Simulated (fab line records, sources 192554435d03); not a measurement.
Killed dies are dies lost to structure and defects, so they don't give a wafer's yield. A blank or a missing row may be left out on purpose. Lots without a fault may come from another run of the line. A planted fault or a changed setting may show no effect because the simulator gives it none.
Problem report in the 8D (eight disciplines) form, filled by code | flow n5_finfet | the parts of the form that need people (team, actions taken, sign-off) are left out

1. THE PROBLEM
run_length_s at N5_BEOL_M2_VIA_ETCH_34 reads a mean of 84.1 s on 2 wafers of 2 lots; wafers without a fault read 89.2 s with a standard deviation of 0.51. That is -10 standard deviations from the usual mean.
The step: etches the open film in C4F6/O2, target depth 69.4 nm, time 65.9 s.
First seen on wafer L213.2, day 9 06:45, on rie_diel-02. The record holds 24 wafers of 8 lots with a number at this step. Rule for "out", or "out of limits": more than 4 standard deviations from the usual mean. The other wafers with a number count as sound.

2. WHAT IT IS AND WHAT IT IS NOT
question                    | is               | is not
which readings at this step | run_length_s     | chamber_pressure_mTorr, drypump_motor_current_A, oes_product_au, rf_vpp_V, showerhead_plenum_p_Torr, throttle_valve_pct
which lots                  | L213, L214       | L208, L209, L210, L223, L224, L228
which wafers of those lots  | L213.2, L214.3   | L213.1, L213.4, L214.1, L214.6
read on which tools         | rie_diel-02      | rie_diel-04, rie_diel-05
when                        | from day 9 06:45 | up to then (11 sound wafers); but 11 sound wafers of L214, L223, L224, L228 came after

3. SUSPECTS, AND WHAT RULES EACH OUT
Counting: a tool at a process step up to the reading stays a suspect if it ran every lot that is out. Sound lots after the first of them don't rule it out here, since some wafers of a struck lot are sound.
- rie_diel-02 at N5_BEOL_M2_VIA_ETCH_34 (etches the open film in C4F6/O2, target depth 69.4 nm, time 65.9 s): kept. It ran every lot that is out, first L213 (day 9 06:45); its last sound lot up to then is L210 (day 8 07:09). Its own readings are out on those wafers: run_length_s.
Left after counting: rie_diel-02 at N5_BEOL_M2_VIA_ETCH_34.

4. THE CAUSE (what the simulator had put in)
Process parameter drift: rie_diel-02, from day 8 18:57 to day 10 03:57, at N5_BEOL_M2_VIA_ETCH_34. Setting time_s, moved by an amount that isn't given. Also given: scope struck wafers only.
Counting left only this tool.

5. THE CHAIN OF EFFECTS, in route order
Each row: a reading whose mean over the struck wafers that have a number lies more than 3 standard deviations from the usual. Only readings for which the record gives a usual standard deviation are gone through. hours: the time from each lot's start at the first step in this table that gives one to its start at this step, as a median over the lots. sigmas: the change in usual standard deviations.
hours | step                   | reading      | usual  | on struck wafers | change | sigmas
0     | N5_BEOL_M2_VIA_ETCH_34 | run_length_s | 89.2 s | 84.1             | -5.1   | -10
The process steps in it:
- N5_BEOL_M2_VIA_ETCH_34: etches the open film in C4F6/O2, target depth 69.4 nm, time 65.9 s.
Later measuring or inspecting steps at which every struck wafer that the step has a row for has a number for every such reading, and none has moved that far: N5_BEOL_M4_RC_MEAS_101.

6. WHAT WOULD HAVE CAUGHT IT SOONER
In this record the first reading out of limits was taken at day 9 06:45, 12 hours after the fault began at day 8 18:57.
